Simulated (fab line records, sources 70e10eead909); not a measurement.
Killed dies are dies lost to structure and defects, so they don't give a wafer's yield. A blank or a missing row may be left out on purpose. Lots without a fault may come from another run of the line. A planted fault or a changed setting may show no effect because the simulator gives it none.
Chamber matching | flow nand_harc | NHARC_THIN_TSV_DEP_43 on pecvd-04: 3 sister chambers
The step deposits SiO2, target thk 1328.5 nm. 14 wafers are shown with their chamber, then 7 later ones without.

WAFERS WITH THEIR CHAMBER
wafer  | chamber | showerhead_vpp_V (V) | throttle_valve_pct (%)
L076.1 | 2       | 1896                 | 15.6
L076.2 | 0       | 1912                 | 15.1
L076.6 | 1       | 1981                 | 16.0
L084.2 | 1       | 1961                 | 16.4
L084.3 | 2       | 1892                 | 15.4
L084.4 | 1       | 1945                 | 16.5
L087.1 | 1       | 1959                 | 16.3
L087.5 | 1       | 1924                 | 16.2
L087.6 | 0       | 1904                 | 15.2
L086.1 | 1       | 1970                 | 16.2
L086.2 | 0       | 1883                 | 15.7
L086.6 | 2       | 1912                 | 15.1
L090.2 | 2       | 1897                 | 15.4
L090.3 | 0       | 1892                 | 15.7

SIGNATURES (means of the wafers above)
reading            | chamber 0 | chamber 1 | chamber 2 | scatter within a chamber
showerhead_vpp_V   | 1897.75   | 1956.67   | 1899.25   | 15.7
throttle_valve_pct | 15.425    | 16.267    | 15.375    | 0.231
Rule: a wafer's distance from a chamber is the root of the sum, over the readings, of the square of ((its reading less the chamber's mean) divided by the reading's scatter). The wafer belongs to the nearest chamber; if the next one is less than 2 further off, it can't be placed. The scatter: the root of (the sum of the squares of (reading less its chamber's mean) over the shown wafers, divided by (wafers less chambers)).

WAFERS WITHOUT THEIR CHAMBER
wafer  | showerhead_vpp_V (V) | throttle_valve_pct (%)
L090.5 | 1884                 | 15.8
L093.1 | 1911                 | 15.8
L093.3 | 1930                 | 15.8
L093.4 | 1873                 | 15.4
L094.2 | 1944                 | 16.6
L094.5 | 1966                 | 16.5
L094.6 | 1890                 | 15.5

WHICH CHAMBER EACH WENT THROUGH
wafer  | from the rows above          | in truth
L090.5 | can't be placed: 0 or 2      | 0
L093.1 | can't be placed: 0 or 2 or 1 | 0
L093.3 | can't be placed: 0 or 1 or 2 | 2
L093.4 | can't be placed: 0 or 2      | 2
L094.2 | 1                            | 1
L094.5 | 1                            | 1
L094.6 | can't be placed: 0 or 2      | 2
Placed correctly: 2 of 7. Can't be placed from these rows: 5 (the true chamber is among the candidates in 5). Placed wrongly: 0.
